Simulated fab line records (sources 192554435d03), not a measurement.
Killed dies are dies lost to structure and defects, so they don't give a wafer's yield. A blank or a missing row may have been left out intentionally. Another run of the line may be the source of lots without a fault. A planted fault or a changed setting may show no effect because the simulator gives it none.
Struck lot and sound lot, side by side | flow n5 finfet | 37 steps out of a route of 1938
Sound: these wafers, L638.4, L638.5, L638.6. The struck wafers were L625.2, L625.5, L625.6. The cause comes at the end.
Per side, at each step with rows, come the tool, then ch with its chambers, and then its first start. Under that, the readings that differ: sound wafers | struck wafers | difference of the means | sigmas: that difference in standard deviations of wafers without a fault.
alike: readings with means less than 2 such deviations apart, plus words and numbers identical on both sides. not compared: withheld readings, readings lacking a value on some wafer, bounds such as >300 that could conceal the same value, and numbers that have no deviation in the record and whose values overlap.
Wherever a step has rows on one side only, a row that says differs or no value, or a row with sigmas, the two part there. Numbers that don't overlap but have no deviation are shown without sigmas and don't part them. A reading missing from all wafers of one side parts the sides only when that side holds two or more wafers.

first, 9 steps without rows for these wafers: N5_BEOL_M4_ANNEAL_95 (time 240 s); N5_BEOL_M4_SPUTTER_96 (material Cu, target thk 4.5 nm, time 8.29 s); N5_BEOL_M4_ECD_50 (material Cu, target thk 300 nm); N5_BEOL_M4_ANNEAL_51 (time 90 s); N5_BEOL_M4_CMP_52 (polishes, stops on SiOC, t overpolish 6.8 s, target thk 40 nm); N5_BEOL_M4_PRE_CLEAN_60 (time 15 s); N5_BEOL_M4_CO_CAP_55 (material Co, precursor CCTBA/H2, target thk 2 nm, time 102.1 s); N5_BEOL_M4_PRE_CLEAN_56 (time 15 s); N5_BEOL_M4_DEP_57 (deposits SiCN from 3MS/NH3, target thk 8 nm, time 14 s).
N5_BEOL_M4_RC_MEAS_101:
  sound on prober-01 ch 0, day 14 02:00; struck on prober-02 ch 0, day 9 11:43
  alike: DIBL_N, DIBL_P, IOFF_N, IOFF_P, ION_N, ION_P, SS_N, SS_P, VT_N, VT_P
then, 24 steps without rows for these wafers: N5_BEOL_M5_ILD_DEP_00 (deposits SiCOH lowk from DEMS/porogen, target thk 140.64 nm, time 25.9 s); N5_BEOL_M5_CURE_79 (cures SiCOH lowk, time 240 s); N5_BEOL_M5_PECVD_70 (deposits SiO2 from TEOS/O2, target thk 16 nm, time 18 s); N5_BEOL_M5_HM_DEP_02 (deposits TiN, target thk 20 nm); N5_BEOL_M5_COAT_59 (time 60 s, resist thk 60 nm); N5_BEOL_M5_COAT_60 (time 60 s, resist thk 12 nm); N5_BEOL_M5_COAT_71 (time 60 s, resist thk 5 nm); N5_BEOL_M5_COAT_05 (resist thk 30 nm); N5_BEOL_M5_EBR_07; N5_BEOL_M5_SOFTBAKE_06 (time 60 s); N5_BEOL_M5_EXPOSE_08 (exposes mask M5, target cd 28 nm); N5_BEOL_M5_PEB_09 (peb time 60 s); N5_BEOL_M5_DEVELOP_10 (develop time 30 s); N5_BEOL_M5_DESCUM_16 (chemistry O2, time 7 s); N5_BEOL_M5_ETCH_72 (etches underlayer in N2/H2, target depth 6.5 nm, time 5.2 s); N5_BEOL_M5_ETCH_61 (etches SiARC in CF4, target depth 15.6 nm, time 26 s); N5_BEOL_M5_ETCH_62 (etches SOC in N2/H2, target depth 75 nm, overetch 15 nm, time 112.5 s); N5_BEOL_M5_STRIP_63 (strips in N2/H2); N5_BEOL_M5_STRIP_73 (strips in N2/H2); N5_BEOL_M5_STRIP_64 (strips in CF4); N5_BEOL_M5_HM_OPEN_17 (chemistry Cl2/BCl3, target TiN, target depth 20 nm, overetch 6 nm); N5_BEOL_M5_STRIP_19 (strips in O2); N5_BEOL_M5_COAT_65 (time 60 s, resist thk 60 nm); N5_BEOL_M5_COAT_66 (time 60 s, resist thk 12 nm).
-- record jumps: 3 days separate the struck wafers' starts on either side; left off in module BEOL_M5, taken up again in module BEOL_M11, whose first shown step is the route's number 1593 --
N5_BEOL_M11_SPUTTER_48: material Cu, target thk 12 nm, time 2 s.
  sound on pvd sputter-01, day 16 19:16; struck on pvd sputter-02, day 12 04:37
  no value came back on the struck wafers for any of 5 readings (bias v (V), cathode dc power W (W) and others); on the sound wafers bias v (V) reads 59.4 59.0 58.8
N5_BEOL_M11_CMP_52: polishes, stops on SiCOH lowk, t overpolish 7 s, target thk 140 nm.
  sound on cmp-03 ch 1,2,3, day 16 20:26; struck on cmp-02 ch 0,1,2, day 12 05:23
  reading                | sound    | struck | difference | sigmas
  time to endpoint s (s) | 66 68 60 | 3 7 2  | -61        | -20
  alike: motor current A
  not compared: pad life wafers
N5_PASSIVATION_PROBE_49:
  sound on prober-02, day 18 12:17; struck on prober-01, day 13 16:25
  reading                  | sound          | struck         | difference | sigmas
  defect limited yield (%) | 91.3 93.2 90.8 | 0 0 0          | -92        | -66
  killed_at_M4_up          | 15 15 18       | 1107 1102 1092 | +1084      | +99 or more
  killed dies              | 103 80 109     | 1180 1180 1180 | +1083      | +64
  killed on rim            | 11 17 17       | 152 152 152    | +137       | +33
  sort_bin_5_function (%)  | 4.7 4.1 5.3    | 96.4 97.5 96.6 | +92.1      | +99 or more
  sort n pass              | 1077 1100 1071 | 0 0 0          | -1083      | -64
  sort yield pct (%)       | 91.3 93.2 90.8 | 0 0 0          | -92        | -66
  alike: killed_at_M0_to_M3, killed at contacts, killed at front end, killed at other, killed open, killed short, sort_bin_6_memory

## WHERE THEY PART
At N5_BEOL_M11_SPUTTER_48 first; at N5_PASSIVATION_PROBE_49 last (within this record only).

WHY: whatever the simulator had introduced
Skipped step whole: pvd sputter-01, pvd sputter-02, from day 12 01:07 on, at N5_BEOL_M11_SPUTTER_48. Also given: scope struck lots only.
